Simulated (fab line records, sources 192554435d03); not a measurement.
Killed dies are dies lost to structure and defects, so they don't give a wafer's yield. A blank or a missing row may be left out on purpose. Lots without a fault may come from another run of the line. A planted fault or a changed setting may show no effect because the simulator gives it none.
Which tool did it? | flow n5_finfet | 24 lots, 72 wafers sampled, at 2 steps of a route of 1938

WHAT THE GAUGES READ, wafer by wafer
N5_BEOL_M8_OVL_MEAS_12.
lot  | measured     | on         | M8_OVL (nm)
L076 | day 11 05:07 | overlay-02 | 0.4 0.7 1.5
L078 | day 11 15:30 | overlay-01 | 0.0 0.4 0.3
L074 | day 11 19:14 | overlay-02 | 0.8 0.7 0.2
L077 | day 12 00:31 | overlay-01 | -0.5 -1.5 -0.2
L079 | day 12 03:26 | overlay-01 | 1.0 0.7 0.5
L080 | day 12 03:40 | overlay-02 | -0.3 -0.1 0.4
L075 | day 12 04:59 | overlay-01 | -1.7 -0.6 -0.2
L082 | day 12 22:56 | overlay-01 | 0.4 1.0 0.3
L081 | day 12 23:08 | overlay-02 | 0.6 1.2 1.0
L083 | day 13 02:52 | overlay-02 | 0.9 0.7 0.5
L086 | day 14 00:25 | overlay-02 | 0.2 -0.4 0.5
L085 | day 14 05:23 | overlay-02 | 0.4 0.8 1.5
L084 | day 14 05:37 | overlay-02 | -0.9 -0.4 0.2
L087 | day 14 16:11 | overlay-01 | 2.1 0.5 0.9
L088 | day 15 03:16 | overlay-02 | 1.0 0.1 1.0
L089 | day 15 03:49 | overlay-02 | 1.2 0.8 0.7
L091 | day 15 04:15 | overlay-01 | 0.3 0.5 -0.4
L090 | day 15 14:19 | overlay-02 | 0.4 0.2 -0.4
L094 | day 15 15:13 | overlay-02 | 0.2 -0.6 0.1
L092 | day 15 21:49 | overlay-01 | 0.9 1.5 1.1
L093 | day 16 01:45 | overlay-02 | 0.2 0.1 -0.2
L096 | day 17 00:14 | overlay-02 | -0.5 0.7 0.4
L095 | day 17 00:23 | overlay-02 | -0.1 0.1 -0.6
L097 | day 18 04:23 | overlay-02 | 0.9 0.6 0.2

WHICH TOOL RAN EACH LOT (tool, then ch and the chambers of the sampled wafers, then the start)
lot  | N5_BEOL_M8_HM_DEP_02
L076 | pvd_sputter-03, day 11 04:43
L078 | pvd_sputter-03, day 11 14:59
L074 | pvd_sputter-03, day 11 18:42
L077 | pvd_sputter-02, day 11 23:59
L079 | pvd_sputter-02, day 12 03:02
L080 | pvd_sputter-02, day 12 03:08
L075 | pvd_sputter-01, day 12 04:35
L082 | pvd_sputter-03, day 12 22:25
L081 | pvd_sputter-02, day 12 22:36
L083 | pvd_sputter-01, day 13 02:28
L086 | pvd_sputter-03, day 13 23:53
L085 | pvd_sputter-02, day 14 04:59
L084 | pvd_sputter-02, day 14 05:05
L087 | pvd_sputter-03, day 14 15:47
L088 | pvd_sputter-03, day 15 02:44
L089 | pvd_sputter-03, day 15 03:17
L091 | pvd_sputter-03, day 15 03:42
L090 | pvd_sputter-03, day 15 13:47
L094 | pvd_sputter-02, day 15 14:48
L092 | pvd_sputter-01, day 15 21:25
L093 | pvd_sputter-03, day 16 01:13
L096 | pvd_sputter-01, day 16 23:42
L095 | pvd_sputter-01, day 16 23:50
L097 | pvd_sputter-01, day 18 03:48
- N5_BEOL_M8_HM_DEP_02: deposits TiN, target thk 20 nm.

WHAT THE TOOLS THEMSELVES READ (means of the sampled wafers that have a number; where no wafer has one, the mark that the record gives instead)
N5_BEOL_M8_HM_DEP_02.
lot  | tool           | throttle_valve_pct (%)
L076 | pvd_sputter-03 | 29.6
L078 | pvd_sputter-03 | 30.4
L074 | pvd_sputter-03 | 30.4
L077 | pvd_sputter-02 | 29.3
L079 | pvd_sputter-02 | 29.4
L080 | pvd_sputter-02 | 29.1
L075 | pvd_sputter-01 | 29.7
L082 | pvd_sputter-03 | 29.7
L081 | pvd_sputter-02 | 29.7
L083 | pvd_sputter-01 | 29.6
L086 | pvd_sputter-03 | 30.4
L085 | pvd_sputter-02 | 29.6
L084 | pvd_sputter-02 | 29.1
L087 | pvd_sputter-03 | 30.6
L088 | pvd_sputter-03 | 29.6
L089 | pvd_sputter-03 | 30.1
L091 | pvd_sputter-03 | 30.1
L090 | pvd_sputter-03 | 30.2
L094 | pvd_sputter-02 | 29.8
L092 | pvd_sputter-01 | 30.4
L093 | pvd_sputter-03 | 29.8
L096 | pvd_sputter-01 | 30.1
L095 | pvd_sputter-01 | 29.1
L097 | pvd_sputter-01 | 29.9

THE ANSWER, worked out from the rows above alone
Rule: what is usual is taken from the lots themselves. Put in order of their means at a reading, lots are off if they are a third of the lots or fewer, leave a main group of 4 or more, and stand apart from it by a gap of 3 or more times the standard deviation of the main group's means; of several such gaps the widest counts. A main group whose means are all the same, to the digits that the tables above print for the reading, isn't used. A lot without any number at a reading at which 4 lots or more have one is off too. The other lots that the step has rows for count as sound. The gauges are gone through in route order, then the tools' own readings, and for those a lot's mean is taken as printed above. The first step at which some lot is off is used, and at that step the reading that is off furthest; a lot without a number counts as furthest.
No lot is off at any reading shown: from this, nothing can be told.

WHAT THE SIMULATOR HAD PUT IN
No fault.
